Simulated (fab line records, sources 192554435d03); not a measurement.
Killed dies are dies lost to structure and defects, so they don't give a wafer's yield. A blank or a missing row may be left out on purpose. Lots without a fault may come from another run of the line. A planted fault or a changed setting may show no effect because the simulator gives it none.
fab line records | flow n5_finfet
record lots=9 wafers=27 last_day=19
route steps=1938 shown BEOL_M0_SAQP@679 BEOL_M0_CUTY@702 BEOL_M4@1111
lots that met no fault: from a run of the same line without faults
start_h: hours from the record's first day to the start of the lot's first wafer shown | wait_h: hours since the lot's step before | " the same as in the row above | L1.1+2: a row that stands for several wafers | - no value, or no start given | * or withheld: withheld | < > ~ a bound
route shown NAME@n: a module of which the file shows steps, and the number in the route of the first | usual: mean/standard deviation of fault-free wafers | same: alike in all rows | chamber/n: place in a boat | sites: the reading at each site | _std_site: their standard deviation | _edge_site: outer sites' mean less inner sites' | radius_mm: how far each site lies from the wafer's centre | mask NAME#n: copy n | behind: the tool/chamber that last shaped the wafer | hold: why the lot was held/for how many hours/how that ended | device: the transistor (n, p or np) that didn't switch | end of line: the same wafers' tests at the end of the route | a step without rows: its recipe alone | killed: dies lost to structure and defects at the first sort, not the wafer's yield | map: a wafer's dies, x killed, . not, _ none there
set.NAME: the setting as run; set.NAME@STEP: as run at that earlier step | model.NAME: the simulator's own value behind a step, which no gauge read
steps of the route over a sample of lots; a table a step, a row a wafer
services: from which hour (start_h, from the record's first day; less than 0 if before it) a tool's chamber was out of use, for how many hours, and why
## steps
# step N5_BEOL_M0_SAQP_CD_MEAS_29
# recipe target_cd_nm=14.4 landing_energy_ev=1000 detector=se_inlens
# usual cd_nm=15.04/0.25
# columns lot.wafer tool chamber start_h wait_h cd_nm
L183.2 cd_sem-02 0 114.51 0.1 15.11
L183.4 " 0 " " 15.08
L183.6 " 0 " " 15.36
L187.1 cd_sem-03 0 135.28 0.1 15.06
L187.4 " 0 " " 15.06
L187.5 " 0 " " 15.58
L190.2 cd_sem-03 0 153.36 0.1 15.23
L190.3 " 0 " " 14.98
L190.4 " 0 " " 14.94
L196.1 cd_sem-03 0 197.51 0.1 15.16
L196.2 " 0 " " 15.33
L196.5 " 0 " " 15.15
L197.1 cd_sem-03 0 202.54 0.1 15.15
L197.3 " 0 " " 14.91
L197.6 " 0 " " 15.33
L201.3 cd_sem-03 0 219.89 0.1 14.75
L201.4 " 0 " " 15.17
L201.5 " 0 " " 15.69
L202.1 cd_sem-02 0 227.45 0.1 15.28
L202.2 " 0 " " 14.98
L202.6 " 0 " " 15.05
L204.2 cd_sem-01 0 235.37 0.1 14.50
L204.3 " 0 " " 14.79
L204.6 " 0 " " 14.67
L205.1 cd_sem-03 0 241.04 0.1 14.73
L205.2 " 0 " " 14.92
L205.4 " 0 " " 14.72
# step N5_BEOL_M0_SAQP_ETCH_88
# recipe chemistry=N2/H2 target=underlayer target_depth_a=65 time_s=5.2 ion_energy_ev=200 mask_material=CAR-EUV pressure_mtorr=30 source_w=840 bias_w=150 n2_flow_sccm=200 h2_flow_sccm=200 ends=cleared
# usual drypump_motor_current_A=5.6/0.47 etch_rf_on_time_s=5.20/0.14 oes_product_au=0.65/0.078 rf_vpp_V=524.5/2.9 showerhead_plenum_p_Torr=2.56/0.095 throttle_valve_pct=17.69/0.15
# columns lot.wafer tool chamber start_h wait_h drypump_motor_current_A etch_rf_on_time_s oes_product_au rf_hours_counter_h rf_vpp_V showerhead_plenum_p_Torr throttle_valve_pct
L183.2 rie_diel-02 3 115.10 0.0 6.0 5.31 0.63 167 522.6 2.41 17.62
L183.4 " 2 " " 5.6 5.30 0.64 162 526.7 2.64 17.73
L183.6 " 3 " " 6.0 5.34 0.63 - 520.4 2.41 17.63
L187.1 rie_diel-05 1 135.86 0.0 5.5 5.00 0.77 37 526.7 2.69 17.43
L187.4 " 3 " " 4.9 5.28 0.59 209 527.1 2.60 17.63
L187.5 " 3 " " 4.9 5.26 0.60 - 527.6 2.60 17.65
L190.2 rie_diel-03 0 153.99 0.0 5.1 5.00 0.62 190 525.9 2.62 17.74
L190.3 " 2 " " 5.6 5.39 0.58 226 527.8 2.62 17.82
L190.4 " 3 " " 5.2 5.08 0.73 46 524.8 2.59 17.69
L196.1 rie_diel-02 1 198.10 0.0 6.4 5.35 0.64 130 523.0 2.43 17.85
L196.2 " 3 " " 6.0 5.33 0.62 193 520.4 2.40 17.66
L196.5 " 2 " " 5.6 5.43 0.61 - 527.1 2.63 17.76
L197.1 rie_diel-03 3 203.21 0.0 5.2 5.10 0.71 64 523.7 2.58 17.70
L197.3 " 2 " " 5.7 5.35 0.56 245 524.0 2.61 17.82
L197.6 " 1 " " 6.4 4.96 0.83 - 523.2 2.49 17.27
L201.3 rie_diel-03 1 220.36 0.0 6.3 5.05 0.81 8 520.8 2.48 17.28
L201.4 " 0 " " 5.1 5.00 0.62 211 526.9 2.61 17.77
L201.5 " 3 " " 5.2 5.09 0.71 - 524.7 2.58 17.70
L202.1 rie_diel-02 3 227.92 0.0 6.0 5.35 0.62 202 518.5 2.40 17.69
L202.2 " 0 " " 5.0 5.27 0.58 248 527.1 2.61 17.71
L202.6 " 2 " " 5.5 5.37 0.61 - 526.6 2.63 17.77
L204.2 rie_diel-03 0 235.87 0.0 5.1 5.03 0.61 216 526.2 2.61 17.78
L204.3 " 1 " " 6.4 5.01 0.79 13 523.5 2.48 17.30
L204.6 " 1 " " 6.4 5.02 0.80 - 520.4 2.48 17.27
L205.1 rie_diel-05 1 241.54 0.0 5.4 5.05 0.72 73 529.1 2.68 17.50
L205.2 " 2 " " 5.6 4.99 0.86 0 528.6 2.70 17.51
L205.4 " 0 " " 5.6 5.17 0.80 13 522.2 2.50 17.67
# step N5_BEOL_M0_SAQP_ETCH_73
# recipe chemistry=CF4 target=SiARC target_depth_a=195 mask_material=CAR-EUV time_s=32.5 ion_energy_ev=80 pressure_mtorr=40 source_w=545 bias_w=36 Ar_flow_sccm=100 cf4_flow_sccm=100 ends=cleared
# usual drypump_motor_current_A=5.6/0.46 etch_rf_on_time_s=32.6/0.77 oes_product_au=0.65/0.078 rf_vpp_V=184.2/1.3 showerhead_plenum_p_Torr=2.16/0.068 throttle_valve_pct=15.54/0.19
# columns lot.wafer tool chamber start_h wait_h drypump_motor_current_A etch_rf_on_time_s oes_product_au rf_hours_counter_h rf_vpp_V showerhead_plenum_p_Torr throttle_valve_pct
L183.2 rie_diel-02 3 115.11 0.0 6.0 33.3 0.63 167 184.4 2.07 15.70
L183.4 " 2 " " 5.6 33.6 0.63 162 185.9 2.21 15.39
L183.6 " 3 " " 6.0 33.2 0.64 - 181.3 2.07 15.71
L187.1 rie_diel-05 1 135.88 0.0 5.4 31.1 0.77 37 186.7 2.27 15.33
L187.4 " 3 " " 4.9 33.3 0.59 209 184.1 2.20 15.61
L187.5 " 3 " " 4.9 33.2 0.59 - 183.9 2.20 15.62
L190.2 rie_diel-03 0 154.00 0.0 5.1 31.6 0.63 190 183.5 2.21 15.61
L190.3 " 2 " " 5.6 33.2 0.57 226 183.4 2.18 15.52
L190.4 " 3 " " 5.2 31.9 0.72 46 184.3 2.18 15.38
L196.1 rie_diel-02 1 198.12 0.0 6.4 32.7 0.65 130 183.1 2.08 15.75
L196.2 " 3 " " 6.0 32.5 0.63 193 182.8 2.06 15.76
L196.5 " 2 " " 5.6 33.0 0.62 - 186.7 2.20 15.43
L197.1 rie_diel-03 3 203.23 0.0 5.2 32.7 0.70 64 183.8 2.18 15.40
L197.3 " 2 " " 5.6 33.9 0.56 245 185.9 2.18 15.56
L197.6 " 1 " " 6.3 31.8 0.82 - 184.1 2.11 15.08
L201.3 rie_diel-03 1 220.38 0.0 6.3 31.9 0.81 8 183.6 2.10 15.08
L201.4 " 0 " " 5.1 31.3 0.62 211 184.6 2.20 15.67
L201.5 " 3 " " 5.2 32.4 0.70 - 184.0 2.18 15.41
L202.1 rie_diel-02 3 227.94 0.0 6.0 33.9 0.61 202 183.5 2.06 15.79
L202.2 " 0 " " 5.0 33.1 0.58 248 185.4 2.20 15.51
L202.6 " 2 " " 5.5 33.8 0.61 - 186.2 2.19 15.45
L204.2 rie_diel-03 0 235.89 0.0 5.1 31.7 0.61 216 183.9 2.20 15.68
L204.3 " 1 " " 6.4 31.8 0.79 13 183.9 2.10 15.08
L204.6 " 1 " " 6.4 31.7 0.80 - 184.3 2.10 15.09
L205.1 rie_diel-05 1 241.56 0.0 5.4 31.2 0.73 73 185.3 2.26 15.39
L205.2 " 2 " " 5.6 31.3 0.87 0 186.2 2.28 15.32
L205.4 " 0 " " 5.5 31.9 0.81 13 183.5 2.10 15.43
# step N5_BEOL_M0_CUTY_COAT_51
# recipe resist=CAR-ArF-block spin_rpm=1500 resist_thk_nm=150
# usual spin_speed_rpm=1500.1/1.1
# columns lot.wafer tool chamber start_h wait_h spin_speed_rpm
L183.2 litho_track-04 0 116.02 - 1499.0
L183.4 " 0 " " 1500.0
L183.6 " 0 " " 1500.1
L187.1 litho_track-04 0 136.79 - 1499.5
L187.4 " 0 " " 1501.3
L187.5 " 0 " " 1499.7
L190.2 litho_track-02 0 154.96 - 1498.6
L190.3 " 0 " " 1498.3
L190.4 " 0 " " 1498.4
L196.1 litho_track-04 0 199.03 - 1627.1
L196.2 " 0 " " 1628.1
L196.5 " 0 " " 1627.4
L197.1 litho_track-04 0 204.14 - 1625.6
L197.3 " 0 " " 1627.5
L197.6 " 0 " " 1627.4
L201.3 litho_track-04 0 221.29 - 1627.2
L201.4 " 0 " " 1625.8
L201.5 " 0 " " 1627.4
L202.1 litho_track-03 0 229.09 - 1501.0
L202.2 " 0 " " 1499.8
L202.6 " 0 " " 1498.8
L204.2 litho_track-03 0 236.84 - 1499.8
L204.3 " 0 " " 1500.2
L204.6 " 0 " " 1498.8
L205.1 litho_track-02 0 242.59 - 1500.0
L205.2 " 0 " " 1500.8
L205.4 " 0 " " 1500.0
# step N5_BEOL_M4_RC_MEAS_101
# usual DIBL_N=36.0/1.9 DIBL_P=35.6/2.2 IOFF_N=0.15/0.031 IOFF_P=0.19/0.032 ION_N=668/11 ION_P=455/7.2 SS_N=71.5/0.65 SS_P=73.4/0.64 VT_N=251/3.6 VT_P=-253/3.3
# columns lot.wafer tool chamber start_h wait_h DIBL_N[mV/V] DIBL_P[mV/V] IOFF_N[nA/um] IOFF_P[nA/um] ION_N[uA/um] ION_P[uA/um] SS_N[mV/dec] SS_P[mV/dec] VT_N[mV] VT_P[mV]
L183.2 prober-01 0 190.18 0.2 36.4 35.6 0.15 0.21 671 461 70.7 73.6 249 -249
L183.4 " 0 " " 35.7 34.2 0.14 0.19 664 460 70.1 73.3 251 -251
L183.6 " 0 " " 37.5 36.3 0.17 0.22 675 457 71.0 73.7 250 -250
L187.1 prober-01 0 215.89 0.0 34.7 34.5 0.14 0.19 665 458 70.7 72.5 252 -251
L187.4 " 0 " " 40.0 38.0 0.23 0.25 681 457 72.7 74.4 249 -250
L187.5 " 0 " " 37.7 36.0 0.18 0.22 669 465 71.5 74.2 249 -251
L190.2 prober-01 0 246.14 0.2 35.6 33.8 0.12 0.16 663 451 71.1 72.4 253 -256
L190.3 " 0 " " 35.2 34.4 0.12 0.16 653 453 70.9 73.9 254 -254
L190.4 " 0 " " 37.1 36.4 0.16 0.20 662 452 71.8 73.0 251 -253
L197.1 prober-02 0 297.91 0.0 38.4 38.4 0.19 0.22 677 462 70.7 74.3 246 -246
L197.3 " 0 " " 37.1 36.7 0.15 0.20 670 460 71.2 72.8 252 -250
L197.6 " 0 " " 35.3 34.2 0.12 0.16 670 461 70.6 72.8 252 -255
L196.1 prober-02 0 304.20 0.0 36.9 37.9 0.18 0.21 683 459 71.5 73.2 246 -253
L196.2 " 0 " " 36.6 38.0 0.16 0.20 668 453 71.7 73.3 252 -250
L196.5 " 0 " " 38.0 38.5 0.20 0.22 685 461 71.9 74.0 247 -250
L201.3 prober-02 0 313.97 0.3 39.8 39.7 0.22 0.24 700 467 71.8 74.1 248 -250
L201.4 " 0 " " 38.8 38.4 0.18 0.24 674 462 72.7 74.6 248 -252
L201.5 " 0 " " 38.1 37.0 0.17 0.20 671 458 71.4 73.9 250 -253
L204.2 prober-02 0 325.97 0.2 38.4 38.5 0.20 0.25 679 460 72.8 73.9 247 -249
L204.3 " 0 " " 35.8 34.8 0.15 0.20 679 463 71.7 73.3 251 -251
L204.6 " 0 " " 36.5 36.0 0.17 0.22 675 465 72.1 74.1 250 -252
L202.1 prober-01 0 331.90 0.0 37.3 36.5 0.17 0.20 679 457 71.4 73.6 247 -251
L202.2 " 0 " " 36.7 35.3 0.15 0.18 665 451 72.2 72.7 250 -253
L202.6 " 0 " " 38.7 39.4 0.21 0.25 686 462 72.4 73.9 243 -251
L205.1 prober-02 0 333.71 0.0 33.1 33.5 0.11 0.13 662 444 70.6 72.9 259 -262
L205.2 " 0 " " 34.7 35.8 0.13 0.16 666 443 71.6 73.6 255 -262
L205.4 " 0 " " 34.6 37.0 0.14 0.17 665 449 71.9 74.3 252 -259
## services
# columns tool chamber start_h hours kind
rie_diel-03 - 107.77 2.8 pm
rie_diel-02 1 125.47 2.9 repair
rie_diel-05 - 154.02 2.8 pm
rie_diel-02 1 154.53 9.8 repair
rie_diel-03 1 154.81 - clean
rie_diel-03 1 154.81 - consumable_replace:focus_ring
rie_diel-03 1 154.81 34.2 scheduled_down
rie_diel-03 1 154.81 34.2 vent_cycle
rie_diel-05 3 171.94 12.6 repair
rie_diel-05 0 184.97 - clean
rie_diel-05 0 184.97 - consumable_replace:focus_ring
rie_diel-05 0 184.97 23.1 scheduled_down
litho_track-04 - 192.00 - consumable_replace:filter
rie_diel-03 0 202.03 2.2 repair
rie_diel-03 2 225.93 - clean
rie_diel-03 2 225.93 - consumable_replace:focus_ring
rie_diel-03 2 225.93 25.0 scheduled_down
rie_diel-03 2 225.93 25.0 vent_cycle
rie_diel-02 1 229.90 7.5 repair
rie_diel-02 0 237.40 - clean
rie_diel-02 0 237.40 - consumable_replace:focus_ring
rie_diel-02 0 237.40 18.5 scheduled_down
rie_diel-02 0 237.40 18.5 vent_cycle
rie_diel-03 - 240.30 14.6 pm
## key
first_sign step=N5_BEOL_M0_CUTY_COAT_51 reading=spin_speed_rpm direction=up sigmas=99+ usual=* struck=*
effect none on later readings
met_at N5_BEOL_M0_CUTY_COAT_51
struck_lots L196,L197,L201
not_acting_at N5_BEOL_M0_SAQP_CD_MEAS_29,N5_BEOL_M0_SAQP_ETCH_88,N5_BEOL_M0_SAQP_ETCH_73
onset_between 136.79 199.03
fault kind=process_parameter_drift tool=litho_track-04 chamber=- onset_h=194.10 steps=N5_BEOL_M0_CUTY_COAT_51 channel=spin_rpm offset=* shape=step end_h=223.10 acts_in=* stated=*
